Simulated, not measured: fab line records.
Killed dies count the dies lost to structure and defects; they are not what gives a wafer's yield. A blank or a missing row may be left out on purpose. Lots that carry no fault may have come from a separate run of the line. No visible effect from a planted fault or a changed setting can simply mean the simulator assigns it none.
A single fault, viewed from 2 desks | flow n5-finfet | numbers are kept per desk, each desk with only its own; the story behind them comes last

== FOR THE TOOL OWNER'S DESK: pecvd-02 ==
The tool's own readings at N5_BEOL_M3_DEP_57 (deposits SiCN from 3MS/NH3, target thk 8 nm, time 14 s): means of the sampled wafers that have a number, for each lot that ran on this tool. If a lot's mean is further than 4 standard deviations from the usual mean, the lot is out of limits and carries the mark OUT (the distance appears in the brackets).
Columns: A = rf-fwd-power-W at N5_BEOL_M3_DEP_57, usual 199.6 W; B = showerhead-plenum-p-Torr at N5_BEOL_M3_DEP_57, usual 3.665 Torr; C = throttle-valve-pct at N5_BEOL_M3_DEP_57, usual 9.2 %
lot  | first seen here | A     | B     | C
L552 | day 8 14:56     | 199.1 | 3.663 | 9.1
L567 | day 13 06:38    | 199.4 | 3.650 | 9.0
Finding of this desk: none of the 2 lots has anything out of limits.

== THE METROLOGY DESK ==
Means of the sampled wafers that have a number, per lot and without regard to the tool the lot ran on: this is what the gauges read. If a lot's mean is further than 4 standard deviations from the usual mean, the lot is out of limits and carries the mark OUT (the distance appears in the brackets). Of its 12 readings 7 are shown: those that lie furthest out on some lot.
Columns: A = DIBL_N at N5_BEOL_M4_RC_MEAS_101, usual 36.3 mV/V; B = DIBL_P at N5_BEOL_M4_RC_MEAS_101, usual 36.0 mV/V; C = IOFF_P at N5_BEOL_M4_RC_MEAS_101, usual 0.22 nA/um; D = ION_P at N5_BEOL_M4_RC_MEAS_101, usual 462 uA/um; E = SS_N at N5_BEOL_M4_RC_MEAS_101, usual 71.7 mV/dec; F = VT_N at N5_BEOL_M4_RC_MEAS_101, usual 250 mV; G = VT_P at N5_BEOL_M4_RC_MEAS_101, usual -249 mV
lot  | first seen here | A    | B    | C    | D   | E    | F   | G
L552 | day 8 14:44     | 36.0 | 33.9 | 0.20 | 461 | 70.9 | 248 | -249
L555 | day 9 09:01     | 39.0 | 38.1 | 0.26 | 463 | 71.8 | 247 | -247
L567 | day 13 06:26    | 36.5 | 36.9 | 0.23 | 465 | 71.9 | 247 | -249
L569 | day 13 14:44    | 37.9 | 37.3 | 0.21 | 453 | 71.8 | 248 | -254
L568 | day 14 12:20    | 36.3 | 37.4 | 0.22 | 463 | 71.7 | 250 | -249
Finding of this desk: none of the 5 lots has anything out of limits.

== ALL TOGETHER ==
The tool owner's desk saw nothing out of limits.
Metrology desk: nothing out of limits seen.

== WHAT WAS PUT IN BY THE SIMULATOR ==
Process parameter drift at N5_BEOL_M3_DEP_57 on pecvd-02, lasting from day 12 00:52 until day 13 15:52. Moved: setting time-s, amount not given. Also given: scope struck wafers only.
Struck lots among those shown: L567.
